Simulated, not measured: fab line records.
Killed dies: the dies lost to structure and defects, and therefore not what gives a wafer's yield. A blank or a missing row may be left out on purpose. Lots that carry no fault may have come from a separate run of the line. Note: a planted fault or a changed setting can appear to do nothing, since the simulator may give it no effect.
Which tool was responsible? :: flow n5_finfet :: 72 wafers from 24 lots sampled at 5 of the route's 1938 steps

WHAT THE GAUGES READ, wafer by wafer
N5_BEOL_M0_OCD_MEAS_108. Usual: trench_depth_nm reads 32.7 nm (standard deviation 0.56).
lot: L074
measured: day 5 22:39
on: ocd-01
trench_depth_nm (nm): 32.4 32.4 32.6
flag: 

lot: L075
measured: day 6 05:00
on: ocd-01
trench_depth_nm (nm): 32.3 32.8 32.8
flag: 

lot: L076
measured: day 6 08:17
on: ocd-01
trench_depth_nm (nm): 32.6 32.2 33.3
flag: 

lot: L077
measured: day 6 18:30
on: ocd-01
trench_depth_nm (nm): 32.9 32.2 32.2
flag: 

lot: L078
measured: day 6 22:12
on: ocd-02
trench_depth_nm (nm): 32.1 32.7 32.3
flag: 

lot: L079
measured: day 7 06:11
on: ocd-02
trench_depth_nm (nm): 32.9 33.0 32.3
flag: 

lot: L080
measured: day 7 10:34
on: ocd-01
trench_depth_nm (nm): 32.8 32.5 33.5
flag: 

lot: L081
measured: day 7 19:36
on: ocd-01
trench_depth_nm (nm): 32.4 32.5 32.8
flag: 

lot: L082
measured: day 7 20:55
on: ocd-02
trench_depth_nm (nm): 32.8 31.7 32.9
flag: 

lot: L083
measured: day 8 08:17
on: ocd-02
trench_depth_nm (nm): 31.9 32.6 32.7
flag: 

lot: L084
measured: day 8 08:32
on: ocd-02
trench_depth_nm (nm): 32.1 32.9 33.1
flag: 

lot: L085
measured: day 8 16:54
on: ocd-02
trench_depth_nm (nm): 32.3 31.9 33.1
flag: 

lot: L086
measured: day 9 03:59
on: ocd-01
trench_depth_nm (nm): 33.1 32.7 31.7
flag: 

lot: L087
measured: day 9 04:23
on: ocd-01
trench_depth_nm (nm): 32.8 32.8 31.7
flag: 

lot: L088
measured: day 9 08:21
on: ocd-02
trench_depth_nm (nm): 33.2 33.4 31.8
flag: 

lot: L090
measured: day 9 23:51
on: ocd-02
trench_depth_nm (nm): 32.4 32.4 31.8
flag: 

lot: L091
measured: day 10 05:06
on: ocd-01
trench_depth_nm (nm): 32.3 33.5 33.6
flag: 

lot: L089
measured: day 10 05:13
on: ocd-02
trench_depth_nm (nm): 32.7 33.2 32.6
flag: 

lot: L092
measured: day 10 11:10
on: ocd-02
trench_depth_nm (nm): 32.5 31.8 32.9
flag: 

lot: L093
measured: day 10 17:21
on: ocd-02
trench_depth_nm (nm): 33.1 32.4 33.5
flag: 

lot: L094
measured: day 10 21:44
on: ocd-02
trench_depth_nm (nm): 32.3 32.4 33.2
flag: 

lot: L095
measured: day 11 04:17
on: ocd-02
trench_depth_nm (nm): 33.4 33.5 33.6
flag: 

lot: L096
measured: day 11 16:09
on: ocd-01
trench_depth_nm (nm): 31.7 32.9 34.1
flag: 

lot: L097
measured: day 11 17:48
on: ocd-01
trench_depth_nm (nm): 34.2 32.8 33.1
flag: 

N5_BEOL_M1_CD_MEAS_28: target cd y 23.3 nm. Usual: cd_nm reads 23.98 nm (standard deviation 0.24).
lot: L074
measured: day 6 05:17
on: cd_sem-01
cd_nm (nm): 24.00 24.17 24.11
flag: 

lot: L075
measured: day 6 10:42
on: cd_sem-02
cd_nm (nm): 23.82 23.73 24.10
flag: 

lot: L076
measured: day 6 14:31
on: cd_sem-01
cd_nm (nm): 23.87 24.13 23.85
flag: 

lot: L077
measured: day 7 04:32
on: cd_sem-01
cd_nm (nm): 23.74 23.55 24.07
flag: 

lot: L078
measured: day 7 08:32
on: cd_sem-01
cd_nm (nm): 24.24 23.98 23.71
flag: 

lot: L079
measured: day 7 13:10
on: cd_sem-03
cd_nm (nm): 23.86 24.20 23.72
flag: 

lot: L080
measured: day 7 18:40
on: cd_sem-01
cd_nm (nm): 23.76 23.89 24.10
flag: 

lot: L081
measured: day 8 00:31
on: cd_sem-01
cd_nm (nm): 23.93 23.86 24.20
flag: 

lot: L082
measured: day 8 01:08
on: cd_sem-01
cd_nm (nm): 24.12 24.43 23.95
flag: 

lot: L083
measured: day 8 16:02
on: cd_sem-01
cd_nm (nm): 23.78 23.41 23.71
flag: 

lot: L084
measured: day 8 16:16
on: cd_sem-01
cd_nm (nm): 24.42 23.63 23.56
flag: 

lot: L085
measured: day 8 22:53
on: cd_sem-02
cd_nm (nm): 24.35 24.16 24.23
flag: 

lot: L086
measured: day 9 09:40
on: cd_sem-01
cd_nm (nm): 24.28 24.32 24.68
flag: 

lot: L087
measured: day 9 09:45
on: cd_sem-01
cd_nm (nm): 23.76 23.67 23.99
flag: 

lot: L088
measured: day 9 16:23
on: cd_sem-02
cd_nm (nm): 24.00 24.36 23.84
flag: 

lot: L090
measured: day 10 07:52
on: cd_sem-02
cd_nm (nm): 24.31 23.85 23.57
flag: 

lot: L091
measured: day 10 12:17
on: cd_sem-02
cd_nm (nm): 24.06 24.26 24.08
flag: 

lot: L089
measured: day 10 12:41
on: cd_sem-02
cd_nm (nm): 23.86 23.67 24.11
flag: 

lot: L092
measured: day 10 18:50
on: cd_sem-03
cd_nm (nm): 24.29 24.04 24.08
flag: 

lot: L093
measured: day 10 22:38
on: cd_sem-02
cd_nm (nm): 23.58 24.14 23.92
flag: 

lot: L094
measured: day 11 05:22
on: cd_sem-02
cd_nm (nm): 23.96 24.02 24.30
flag: 

lot: L095
measured: day 11 13:38
on: cd_sem-02
cd_nm (nm): 23.91 23.97 23.69
flag: 

lot: L096
measured: day 11 23:11
on: cd_sem-02
cd_nm (nm): 24.15 23.82 24.04
flag: 

lot: L097
measured: day 11 23:31
on: cd_sem-01
cd_nm (nm): 24.20 23.92 23.89
flag: 

EACH LOT AND THE TOOL THAT RAN IT (in order: tool; ch and the chambers of the sampled wafers; start)
lot: L074
N5_BEOL_M0_SAQP_ETCH_88: rie_diel-06 ch 0,2, day 5 19:15
N5_BEOL_M0_SURFACE_TREAT_137: pvd_sputter-01, day 5 23:50
N5_BEOL_M0_ANNEAL_135: pvd_sputter-01, day 6 00:28

lot: L075
N5_BEOL_M0_SAQP_ETCH_88: rie_diel-03 ch 0,1,3, day 5 22:52
N5_BEOL_M0_SURFACE_TREAT_137: pvd_sputter-03, day 6 05:55
N5_BEOL_M0_ANNEAL_135: pvd_sputter-01, day 6 07:55

lot: L076
N5_BEOL_M0_SAQP_ETCH_88: rie_diel-06 ch 0,2,3, day 6 03:03
N5_BEOL_M0_SURFACE_TREAT_137: pvd_sputter-01, day 6 09:11
N5_BEOL_M0_ANNEAL_135: pvd_sputter-02, day 6 11:27

lot: L077
N5_BEOL_M0_SAQP_ETCH_88: rie_diel-03 ch 0,1, day 6 13:05
N5_BEOL_M0_SURFACE_TREAT_137: pvd_sputter-02, day 6 19:52
N5_BEOL_M0_ANNEAL_135: pvd_sputter-02, day 6 20:28

lot: L078
N5_BEOL_M0_SAQP_ETCH_88: rie_diel-06 ch 0,2,3, day 6 16:59
N5_BEOL_M0_SURFACE_TREAT_137: pvd_sputter-01, day 7 00:04
N5_BEOL_M0_ANNEAL_135: pvd_sputter-02, day 7 01:59

lot: L079
N5_BEOL_M0_SAQP_ETCH_88: rie_diel-06 ch 0,1,2, day 7 04:02
N5_BEOL_M0_SURFACE_TREAT_137: pvd_sputter-03, day 7 08:50
N5_BEOL_M0_ANNEAL_135: pvd_sputter-03, day 7 09:35

lot: L080
N5_BEOL_M0_SAQP_ETCH_88: rie_diel-04 ch 0,2,3, day 7 05:05
N5_BEOL_M0_SURFACE_TREAT_137: pvd_sputter-03, day 7 11:57
N5_BEOL_M0_ANNEAL_135: pvd_sputter-03, day 7 12:31

lot: L081
N5_BEOL_M0_SAQP_ETCH_88: rie_diel-06 ch 1,2,3, day 7 15:50
N5_BEOL_M0_SURFACE_TREAT_137: pvd_sputter-01, day 7 20:35
N5_BEOL_M0_ANNEAL_135: pvd_sputter-01, day 7 21:05

lot: L082
N5_BEOL_M0_SAQP_ETCH_88: rie_diel-06 ch 0,1,3, day 7 18:41
N5_BEOL_M0_SURFACE_TREAT_137: pvd_sputter-03, day 7 21:32
N5_BEOL_M0_ANNEAL_135: pvd_sputter-03, day 7 22:05

lot: L083
N5_BEOL_M0_SAQP_ETCH_88: rie_diel-06 ch 0,1,3, day 8 01:08
N5_BEOL_M0_SURFACE_TREAT_137: pvd_sputter-02, day 8 09:18
N5_BEOL_M0_ANNEAL_135: pvd_sputter-01, day 8 11:26

lot: L084
N5_BEOL_M0_SAQP_ETCH_88: rie_diel-06 ch 0,1,3, day 8 06:08
N5_BEOL_M0_SURFACE_TREAT_137: pvd_sputter-02, day 8 09:20
N5_BEOL_M0_ANNEAL_135: pvd_sputter-02, day 8 11:34

lot: L085
N5_BEOL_M0_SAQP_ETCH_88: rie_diel-06 ch 0,1,2, day 8 13:01
N5_BEOL_M0_SURFACE_TREAT_137: pvd_sputter-03, day 8 18:14
N5_BEOL_M0_ANNEAL_135: pvd_sputter-02, day 8 18:52

lot: L086
N5_BEOL_M0_SAQP_ETCH_88: rie_diel-03 ch 0,3, day 8 23:13
N5_BEOL_M0_SURFACE_TREAT_137: pvd_sputter-01, day 9 04:53
N5_BEOL_M0_ANNEAL_135: pvd_sputter-02, day 9 05:22

lot: L087
N5_BEOL_M0_SAQP_ETCH_88: rie_diel-06 ch 1,2, day 9 02:14
N5_BEOL_M0_SURFACE_TREAT_137: pvd_sputter-01, day 9 05:04
N5_BEOL_M0_ANNEAL_135: pvd_sputter-01, day 9 05:33

lot: L088
N5_BEOL_M0_SAQP_ETCH_88: rie_diel-06 ch 0,3, day 9 04:27
N5_BEOL_M0_SURFACE_TREAT_137: pvd_sputter-01, day 9 09:22
N5_BEOL_M0_ANNEAL_135: pvd_sputter-01, day 9 11:53

lot: L090
N5_BEOL_M0_SAQP_ETCH_88: rie_diel-03 ch 0,1, day 9 20:13
N5_BEOL_M0_SURFACE_TREAT_137: pvd_sputter-03, day 10 04:29
N5_BEOL_M0_ANNEAL_135: pvd_sputter-01, day 10 05:04

lot: L091
N5_BEOL_M0_SAQP_ETCH_88: rie_diel-04 ch 0,2, day 10 00:20
N5_BEOL_M0_SURFACE_TREAT_137: pvd_sputter-02, day 10 06:14
N5_BEOL_M0_ANNEAL_135: pvd_sputter-02, day 10 06:44

lot: L089
N5_BEOL_M0_SAQP_ETCH_88: rie_diel-03 ch 0,2,3, day 10 01:48
N5_BEOL_M0_SURFACE_TREAT_137: pvd_sputter-02, day 10 06:19
N5_BEOL_M0_ANNEAL_135: pvd_sputter-02, day 10 07:15

lot: L092
N5_BEOL_M0_SAQP_ETCH_88: rie_diel-03 ch 0,2,3, day 10 07:15
N5_BEOL_M0_SURFACE_TREAT_137: pvd_sputter-03, day 10 12:34
N5_BEOL_M0_ANNEAL_135: pvd_sputter-01, day 10 13:09

lot: L093
N5_BEOL_M0_SAQP_ETCH_88: rie_diel-03 ch 0,1,3, day 10 10:45
N5_BEOL_M0_SURFACE_TREAT_137: pvd_sputter-02, day 10 18:17
N5_BEOL_M0_ANNEAL_135: pvd_sputter-03, day 10 18:50

lot: L094
N5_BEOL_M0_SAQP_ETCH_88: rie_diel-06 ch 1,2, day 10 18:32
N5_BEOL_M0_SURFACE_TREAT_137: pvd_sputter-01, day 11 00:33
N5_BEOL_M0_ANNEAL_135: pvd_sputter-02, day 11 01:04

lot: L095
N5_BEOL_M0_SAQP_ETCH_88: rie_diel-03 ch 0,1,3, day 10 22:47
N5_BEOL_M0_SURFACE_TREAT_137: pvd_sputter-02, day 11 05:28
N5_BEOL_M0_ANNEAL_135: pvd_sputter-03, day 11 07:21

lot: L096
N5_BEOL_M0_SAQP_ETCH_88: rie_diel-04 ch 0,2,3, day 11 10:40
N5_BEOL_M0_SURFACE_TREAT_137: pvd_sputter-03, day 11 17:52
N5_BEOL_M0_ANNEAL_135: pvd_sputter-02, day 11 18:34

lot: L097
N5_BEOL_M0_SAQP_ETCH_88: rie_diel-03 ch 0,1,3, day 11 12:52
N5_BEOL_M0_SURFACE_TREAT_137: pvd_sputter-02, day 11 19:10
N5_BEOL_M0_ANNEAL_135: pvd_sputter-03, day 11 20:01
- N5_BEOL_M0_SAQP_ETCH_88: etches underlayer in N2/H2, target depth 6.5 nm, time 5.2 s.
- N5_BEOL_M0_SURFACE_TREAT_137
- N5_BEOL_M0_ANNEAL_135: time 60 s.

AS READ BY THE TOOLS THEMSELVES (means over the sampled wafers that have a number; for cases with no such wafer, the mark the record gives instead)
N5_BEOL_M0_SAQP_ETCH_88. Usual: bias_w 150.1 W (standard deviation 0.41); drypump_motor_current_A 5.8 A (standard deviation 0.36); etch_rf_on_time_s 5.19 s (standard deviation 0.062); oes_product_au 0.68 a.u. (standard deviation 0.076); rf_vpp_V 524.6 V (standard deviation 2); showerhead_plenum_p_Torr 2.57 Torr (standard deviation 0.063); throttle_valve_pct 17.9 % (standard deviation 0.33).
lot: L074
tool: rie_diel-06
bias_w (W): 150.0
drypump_motor_current_A (A): 5.4
etch_rf_on_time_s (s): 5.17
oes_product_au (a.u.): 0.69
rf_vpp_V (V): 526.1
showerhead_plenum_p_Torr (Torr): 2.60
throttle_valve_pct (%): 18.0
flag: 

lot: L075
tool: rie_diel-03
bias_w (W): 149.6
drypump_motor_current_A (A): 6.0
etch_rf_on_time_s (s): 5.18
oes_product_au (a.u.): 0.69
rf_vpp_V (V): 526.3
showerhead_plenum_p_Torr (Torr): 2.60
throttle_valve_pct (%): 17.7
flag: 

lot: L076
tool: rie_diel-06
bias_w (W): 150.4
drypump_motor_current_A (A): 5.6
etch_rf_on_time_s (s): 5.18
oes_product_au (a.u.): 0.63
rf_vpp_V (V): 525.8
showerhead_plenum_p_Torr (Torr): 2.61
throttle_valve_pct (%): 17.9
flag: 

lot: L077
tool: rie_diel-03
bias_w (W): 150.2
drypump_motor_current_A (A): 5.8
etch_rf_on_time_s (s): 5.15
oes_product_au (a.u.): 0.73
rf_vpp_V (V): 524.3
showerhead_plenum_p_Torr (Torr): 2.54
throttle_valve_pct (%): 17.6
flag: 

lot: L078
tool: rie_diel-06
bias_w (W): 150.0
drypump_motor_current_A (A): 5.6
etch_rf_on_time_s (s): 5.27
oes_product_au (a.u.): 0.62
rf_vpp_V (V): 524.7
showerhead_plenum_p_Torr (Torr): 2.60
throttle_valve_pct (%): 17.9
flag: 

lot: L079
tool: rie_diel-06
bias_w (W): 150.0
drypump_motor_current_A (A): 5.6
etch_rf_on_time_s (s): 5.23
oes_product_au (a.u.): 0.64
rf_vpp_V (V): 525.8
showerhead_plenum_p_Torr (Torr): 2.57
throttle_valve_pct (%): 18.1
flag: 

lot: L080
tool: rie_diel-04
bias_w (W): 150.0
drypump_motor_current_A (A): 5.8
etch_rf_on_time_s (s): 5.17
oes_product_au (a.u.): 0.65
rf_vpp_V (V): 522.9
showerhead_plenum_p_Torr (Torr): 2.51
throttle_valve_pct (%): 18.0
flag: 

lot: L081
tool: rie_diel-06
bias_w (W): 150.2
drypump_motor_current_A (A): 5.6
etch_rf_on_time_s (s): 5.19
oes_product_au (a.u.): 0.71
rf_vpp_V (V): 523.9
showerhead_plenum_p_Torr (Torr): 2.57
throttle_valve_pct (%): 17.9
flag: 

lot: L082
tool: rie_diel-06
bias_w (W): 150.2
drypump_motor_current_A (A): 5.8
etch_rf_on_time_s (s): 5.20
oes_product_au (a.u.): 0.67
rf_vpp_V (V): 525.6
showerhead_plenum_p_Torr (Torr): 2.58
throttle_valve_pct (%): 17.9
flag: 

lot: L083
tool: rie_diel-06
bias_w (W): 150.4
drypump_motor_current_A (A): 5.8
etch_rf_on_time_s (s): 5.16
oes_product_au (a.u.): 0.67
rf_vpp_V (V): 525.7
showerhead_plenum_p_Torr (Torr): 2.58
throttle_valve_pct (%): 17.9
flag: 

lot: L084
tool: rie_diel-06
bias_w (W): 149.6
drypump_motor_current_A (A): 5.8
etch_rf_on_time_s (s): 5.23
oes_product_au (a.u.): 0.66
rf_vpp_V (V): 524.8
showerhead_plenum_p_Torr (Torr): 2.58
throttle_valve_pct (%): 17.9
flag: 

lot: L085
tool: rie_diel-06
bias_w (W): 149.8
drypump_motor_current_A (A): 5.6
etch_rf_on_time_s (s): 5.25
oes_product_au (a.u.): 0.63
rf_vpp_V (V): 524.8
showerhead_plenum_p_Torr (Torr): 2.57
throttle_valve_pct (%): 18.1
flag: 

lot: L086
tool: rie_diel-03
bias_w (W): 150.8
drypump_motor_current_A (A): 6.1
etch_rf_on_time_s (s): 5.16
oes_product_au (a.u.): 0.69
rf_vpp_V (V): 524.4
showerhead_plenum_p_Torr (Torr): 2.59
throttle_valve_pct (%): 17.6
flag: 

lot: L087
tool: rie_diel-06
bias_w (W): 150.3
drypump_motor_current_A (A): 5.7
etch_rf_on_time_s (s): 5.26
oes_product_au (a.u.): 0.63
rf_vpp_V (V): 524.1
showerhead_plenum_p_Torr (Torr): 2.53
throttle_valve_pct (%): 18.3
flag: 

lot: L088
tool: rie_diel-06
bias_w (W): 150.3
drypump_motor_current_A (A): 5.7
etch_rf_on_time_s (s): 5.20
oes_product_au (a.u.): 0.66
rf_vpp_V (V): 524.7
showerhead_plenum_p_Torr (Torr): 2.61
throttle_valve_pct (%): 17.7
flag: 

lot: L090
tool: rie_diel-03
bias_w (W): 149.8
drypump_motor_current_A (A): 5.9
etch_rf_on_time_s (s): 5.19
oes_product_au (a.u.): 0.67
rf_vpp_V (V): 523.9
showerhead_plenum_p_Torr (Torr): 2.59
throttle_valve_pct (%): 18.0
flag: 

lot: L091
tool: rie_diel-04
bias_w (W): 150.1
drypump_motor_current_A (A): 5.9
etch_rf_on_time_s (s): 5.15
oes_product_au (a.u.): 0.73
rf_vpp_V (V): 522.4
showerhead_plenum_p_Torr (Torr): 2.47
throttle_valve_pct (%): 18.0
flag: 

lot: L089
tool: rie_diel-03
bias_w (W): 150.3
drypump_motor_current_A (A): 6.1
etch_rf_on_time_s (s): 5.19
oes_product_au (a.u.): 0.72
rf_vpp_V (V): 523.0
showerhead_plenum_p_Torr (Torr): 2.53
throttle_valve_pct (%): 17.5
flag: 

lot: L092
tool: rie_diel-03
bias_w (W): 150.7
drypump_motor_current_A (A): 6.1
etch_rf_on_time_s (s): 5.15
oes_product_au (a.u.): 0.72
rf_vpp_V (V): 522.6
showerhead_plenum_p_Torr (Torr): 2.53
throttle_valve_pct (%): 17.6
flag: 

lot: L093
tool: rie_diel-03
bias_w (W): 150.2
drypump_motor_current_A (A): 6.0
etch_rf_on_time_s (s): 5.18
oes_product_au (a.u.): 0.67
rf_vpp_V (V): 525.5
showerhead_plenum_p_Torr (Torr): 2.58
throttle_valve_pct (%): 17.8
flag: 

lot: L094
tool: rie_diel-06
bias_w (W): 150.0
drypump_motor_current_A (A): 5.4
etch_rf_on_time_s (s): 5.27
oes_product_au (a.u.): 0.66
rf_vpp_V (V): 523.7
showerhead_plenum_p_Torr (Torr): 2.55
throttle_valve_pct (%): 18.2
flag: 

lot: L095
tool: rie_diel-03
bias_w (W): 150.0
drypump_motor_current_A (A): 6.0
etch_rf_on_time_s (s): 5.22
oes_product_au (a.u.): 0.66
rf_vpp_V (V): 525.4
showerhead_plenum_p_Torr (Torr): 2.58
throttle_valve_pct (%): 17.8
flag: 

lot: L096
tool: rie_diel-04
bias_w (W): 150.2
drypump_motor_current_A (A): 5.8
etch_rf_on_time_s (s): 5.17
oes_product_au (a.u.): 0.70
rf_vpp_V (V): 522.6
showerhead_plenum_p_Torr (Torr): 2.50
throttle_valve_pct (%): 17.9
flag: 

lot: L097
tool: rie_diel-03
bias_w (W): 150.0
drypump_motor_current_A (A): 6.0
etch_rf_on_time_s (s): 5.20
oes_product_au (a.u.): 0.67
rf_vpp_V (V): 524.0
showerhead_plenum_p_Torr (Torr): 2.58
throttle_valve_pct (%): 17.8
flag: 

N5_BEOL_M0_SURFACE_TREAT_137. Usual: ar_flow_sccm reads 30.00 sccm (standard deviation 0.1).
lot: L074
tool: pvd_sputter-01
ar_flow_sccm (sccm): 29.97
flag: 

lot: L075
tool: pvd_sputter-03
ar_flow_sccm (sccm): 30.05
flag: 

lot: L076
tool: pvd_sputter-01
ar_flow_sccm (sccm): 30.03
flag: 

lot: L077
tool: pvd_sputter-02
ar_flow_sccm (sccm): 30.02
flag: 

lot: L078
tool: pvd_sputter-01
ar_flow_sccm (sccm): 29.99
flag: 

lot: L079
tool: pvd_sputter-03
ar_flow_sccm (sccm): 30.05
flag: 

lot: L080
tool: pvd_sputter-03
ar_flow_sccm (sccm): 29.91
flag: 

lot: L081
tool: pvd_sputter-01
ar_flow_sccm (sccm): 30.11
flag: 

lot: L082
tool: pvd_sputter-03
ar_flow_sccm (sccm): 30.19
flag: 

lot: L083
tool: pvd_sputter-02
ar_flow_sccm (sccm): 29.96
flag: 

lot: L084
tool: pvd_sputter-02
ar_flow_sccm (sccm): 30.09
flag: 

lot: L085
tool: pvd_sputter-03
ar_flow_sccm (sccm): 29.97
flag: 

lot: L086
tool: pvd_sputter-01
ar_flow_sccm (sccm): 29.93
flag: 

lot: L087
tool: pvd_sputter-01
ar_flow_sccm (sccm): 30.00
flag: 

lot: L088
tool: pvd_sputter-01
ar_flow_sccm (sccm): 29.93
flag: 

lot: L090
tool: pvd_sputter-03
ar_flow_sccm (sccm): 30.02
flag: 

lot: L091
tool: pvd_sputter-02
ar_flow_sccm (sccm): 29.98
flag: 

lot: L089
tool: pvd_sputter-02
ar_flow_sccm (sccm): 30.03
flag: 

lot: L092
tool: pvd_sputter-03
ar_flow_sccm (sccm): 30.05
flag: 

lot: L093
tool: pvd_sputter-02
ar_flow_sccm (sccm): 30.02
flag: 

lot: L094
tool: pvd_sputter-01
ar_flow_sccm (sccm): 30.03
flag: 

lot: L095
tool: pvd_sputter-02
ar_flow_sccm (sccm): 30.01
flag: 

lot: L096
tool: pvd_sputter-03
ar_flow_sccm (sccm): 29.97
flag: 

lot: L097
tool: pvd_sputter-02
ar_flow_sccm (sccm): 30.04
flag: 

N5_BEOL_M0_ANNEAL_135. Usual: heater_power_w 830 W, standard deviation 100; susceptor_temp_C 400.02 C, standard deviation 0.2.
lot: L074
tool: pvd_sputter-01
heater_power_w (W): 804
susceptor_temp_C (C): 400.07
flag: 

lot: L075
tool: pvd_sputter-01
heater_power_w (W): 881
susceptor_temp_C (C): 399.95
flag: 

lot: L076
tool: pvd_sputter-02
heater_power_w (W): 810
susceptor_temp_C (C): 400.22
flag: 

lot: L077
tool: pvd_sputter-02
heater_power_w (W): 839
susceptor_temp_C (C): 399.88
flag: 

lot: L078
tool: pvd_sputter-02
heater_power_w (W): 788
susceptor_temp_C (C): 400.12
flag: 

lot: L079
tool: pvd_sputter-03
heater_power_w (W): 896
susceptor_temp_C (C): 400.16
flag: 

lot: L080
tool: pvd_sputter-03
heater_power_w (W): 777
susceptor_temp_C (C): 400.14
flag: 

lot: L081
tool: pvd_sputter-01
heater_power_w (W): 816
susceptor_temp_C (C): 400.02
flag: 

lot: L082
tool: pvd_sputter-03
heater_power_w (W): 894
susceptor_temp_C (C): 399.95
flag: 

lot: L083
tool: pvd_sputter-01
heater_power_w (W): 804
susceptor_temp_C (C): 400.01
flag: 

lot: L084
tool: pvd_sputter-02
heater_power_w (W): 863
susceptor_temp_C (C): 400.12
flag: 

lot: L085
tool: pvd_sputter-02
heater_power_w (W): 855
susceptor_temp_C (C): 399.99
flag: 

lot: L086
tool: pvd_sputter-02
heater_power_w (W): 862
susceptor_temp_C (C): 399.99
flag: 

lot: L087
tool: pvd_sputter-01
heater_power_w (W): 687
susceptor_temp_C (C): 400.02
flag: 

lot: L088
tool: pvd_sputter-01
heater_power_w (W): 895
susceptor_temp_C (C): 400.04
flag: 

lot: L090
tool: pvd_sputter-01
heater_power_w (W): 806
susceptor_temp_C (C): 400.02
flag: 

lot: L091
tool: pvd_sputter-02
heater_power_w (W): 801
susceptor_temp_C (C): 399.91
flag: 

lot: L089
tool: pvd_sputter-02
heater_power_w (W): 806
susceptor_temp_C (C): 399.85
flag: 

lot: L092
tool: pvd_sputter-01
heater_power_w (W): 802
susceptor_temp_C (C): 400.13
flag: 

lot: L093
tool: pvd_sputter-03
heater_power_w (W): 823
susceptor_temp_C (C): 400.14
flag: 

lot: L094
tool: pvd_sputter-02
heater_power_w (W): 875
susceptor_temp_C (C): 399.96
flag: 

lot: L095
tool: pvd_sputter-03
heater_power_w (W): 931
susceptor_temp_C (C): 400.00
flag: 

lot: L096
tool: pvd_sputter-02
heater_power_w (W): 791
susceptor_temp_C (C): 400.00
flag: 

lot: L097
tool: pvd_sputter-03
heater_power_w (W): 840
susceptor_temp_C (C): 400.02
flag: 

THE ANSWER, worked out from the rows above alone
Rule: lot off if the mean of its wafers having a number is beyond 3 standard deviations from the usual mean. Also off: a lot with no number at a reading for which 4 or more lots have one. Where the step has rows for the other lots, those lots are counted as sound. After the gauges, taken in route order, come the tools' own readings; for these a lot's mean is taken, as printed above. At the first step where some lot is off, the reading lying furthest off is the one used; lots without a number count as furthest.
No lot is off at any reading shown: from this, nothing can be told.

WHAT THE SIMULATOR PUT IN
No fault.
